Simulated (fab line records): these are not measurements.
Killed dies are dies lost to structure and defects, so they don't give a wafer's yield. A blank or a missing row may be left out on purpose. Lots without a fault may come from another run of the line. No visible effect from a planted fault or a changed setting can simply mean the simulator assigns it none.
Chamber matching    flow n5_finfet    N5_BEOL_M11_ETCH_62 on rie_diel-04: 4 sister chambers
The step etches SOC in N2/H2, target depth 110 nm, overetch 22 nm, time 165 s. 4 wafers are shown with their chamber, then 7 later ones without.

== WAFERS WITH THEIR CHAMBER ==
wafer   chamber  drypump_motor_current_A (A)
L079.4  2        6.5
L093.1  1        6.2
L093.6  3        6.5
L094.1  0        5.5

== WAFERS WITH NO CHAMBER GIVEN ==
wafer   drypump_motor_current_A (A)
L094.3  6.5
L094.4  6.2
L096.1  6.5
L096.6  6.2
L097.2  5.4
L097.5  6.5
L097.6  6.4

== WHICH CHAMBER EACH ONE RAN IN ==
wafer   from the rows above           in truth
L094.3  can't be placed: 2 or 3       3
L094.4  1                             1
L096.1  can't be placed: 2 or 3       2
L096.6  1                             1
L097.2  0                             0
L097.5  can't be placed: 2 or 3       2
L097.6  can't be placed: 2 or 3 or 1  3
3 of 7 placed correctly. Can't be placed from these rows: 4 (the true chamber is among the candidates in 4). 0 placed wrongly.
How it was worked out, from the rows above alone: a wafer's distance from a chamber is the root of the sum, over the readings, of the square of ((its reading less the chamber's mean) divided by the reading's scatter). The wafer belongs to the nearest chamber; if the next one is less than 2 further off, it can't be placed. The mean given for a chamber averages the wafers shown for that chamber. The scatter (one wafer shown for each chamber): square how far every hidden wafer sits from the nearest shown wafer, average those squares and take the square root.
